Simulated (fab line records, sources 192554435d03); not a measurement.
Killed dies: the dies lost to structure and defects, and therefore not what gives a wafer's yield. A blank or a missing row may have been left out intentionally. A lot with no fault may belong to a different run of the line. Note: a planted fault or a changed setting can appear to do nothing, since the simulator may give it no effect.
A single fault, viewed from 3 desks | flow n5_finfet | every desk sees just its own numbers, and what lay behind them comes last

== AT THE TOOL OWNER'S DESK: rie_diel-06 ==
The tool's own readings at N5_BEOL_M11_ETCH_62 (etches SOC in N2/H2, target depth 110 nm, overetch 22 nm, time 165 s): means of the sampled wafers that have a number, for each lot that ran on this tool. Any lot whose mean is over 4 standard deviations away from the usual mean is out of limits and marked OUT; that distance is given in the brackets.
Columns: A = drypump_motor_current_A at N5_BEOL_M11_ETCH_62, usual 5.9 A; B = oes_product_au at N5_BEOL_M11_ETCH_62, usual 0.65 a.u.; C = rf_vpp_V at N5_BEOL_M11_ETCH_62, usual 524.0 V; D = showerhead_plenum_p_Torr at N5_BEOL_M11_ETCH_62, usual 2.55 Torr; E = throttle_valve_pct at N5_BEOL_M11_ETCH_62, usual 17.82 %
lot  | first seen here | A   | B    | C     | D    | E
L716 | day 12 15:27    | 5.7 | 0.66 | 524.1 | 2.54 | 17.80
L723 | day 14 05:53    | 5.7 | 0.69 | 524.6 | 2.58 | 17.89
L724 | day 14 13:48    | 6.3 | 0.71 | 525.0 | 2.61 | 17.65
L736 | day 17 11:57    | 5.9 | 0.67 | 525.0 | 2.55 | 17.76
L737 | day 17 17:02    | 6.2 | 0.63 | 525.3 | 2.57 | 17.72
This desk found nothing out of limits on any of the 5 lots.

== FROM THE METROLOGY DESK ==
Lot by lot, what the gauges showed, no matter which tool ran the lot: averages of those sampled wafers that carry a number. Any lot whose mean is over 4 standard deviations away from the usual mean is out of limits and marked OUT; that distance is given in the brackets. 7 of its 13 readings are shown: the first one out of limits and those lying furthest out on some lot.
Columns: A = DIBL_P at N5_BEOL_M4_RC_MEAS_101, usual 36.7 mV/V; B = ION_N at N5_BEOL_M4_RC_MEAS_101, usual 672 uA/um; C = ION_P at N5_BEOL_M4_RC_MEAS_101, usual 462 uA/um; D = VT_N at N5_BEOL_M4_RC_MEAS_101, usual 250 mV; E = VT_P at N5_BEOL_M4_RC_MEAS_101, usual -250 mV; F = M10_RS at N5_BEOL_M10_RS_MEAS_57, usual 0.152 ohm/sq; G = trench_depth_nm at N5_BEOL_M11_OCD_MEAS_38, usual 148 nm
lot  | first seen here | A    | B   | C   | D   | E    | F     | G
L716 | day 10 02:23    | 34.8 | 684 | 477 | 251 | -249 | 0.158 | 149
L723 | day 11 09:17    | 37.4 | 673 | 463 | 250 | -250 | 0.151 | 150
L724 | day 11 17:44    | 32.7 | 649 | 446 | 257 | -252 | 0.144 | 74 (-24) OUT
L730 | day 13 03:19    | 39.1 | 665 | 462 | 248 | -247 | 0.152 | 149
L733 | day 13 09:16    | 38.1 | 677 | 462 | 249 | -248 | 0.153 | 149
L736 | day 14 07:49    | 37.6 | 685 | 467 | 247 | -244 | 0.153 | 146
L735 | day 14 14:19    | 35.2 | 676 | 466 | 250 | -249 | 0.147 | 149
L737 | day 14 16:10    | 38.7 | 681 | 465 | 249 | -249 | 0.152 | 145
This desk's verdict: out of limits on L724, starting with L724 at day 14 18:02 (trench_depth_nm at N5_BEOL_M11_OCD_MEAS_38). Within limits: L716, L723, L730, L733, L736, L735, L737.

== THE DEFECT DESK ==
Counts from the inspections along the route, per lot, as means over the sampled wafers that have a number. Any lot whose mean is over 4 standard deviations away from the usual mean is out of limits and marked OUT; that distance is given in the brackets.
Columns: A = raw_defect_count at N5_BEOL_M11_INSPECT_30, usual 408
lot  | first seen here | A
L716 | day 12 16:44    | 392
L723 | day 14 08:15    | 327
L724 | day 14 17:30    | 272
L730 | day 16 03:43    | 561
L733 | day 16 03:53    | 427
L736 | day 17 12:57    | 460
L735 | day 17 15:46    | 360
L737 | day 17 17:46    | 399
This desk found nothing out of limits on any of the 8 lots.

== BROUGHT TOGETHER ==
Metrology desk: alarm possible at day 14 18:02 on L724.
Nothing out of limits was seen by the tool owner's desk.
Nothing out of limits was seen by the defect desk.
Tool owner's desk: L724 on record, inside its limits.
The defect desk has L724 on record, within its limits.
N5_BEOL_M11_ETCH_62 was run on rie_diel-06 by each of the lots named.

== WHAT WAS PUT IN BY THE SIMULATOR ==
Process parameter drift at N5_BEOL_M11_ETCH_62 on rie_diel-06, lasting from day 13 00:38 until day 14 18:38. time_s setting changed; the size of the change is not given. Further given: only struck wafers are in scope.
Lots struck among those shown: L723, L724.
Per desk, hours elapsed from the start of the fault to the first reading out of limits: for the metrology desk, 41.
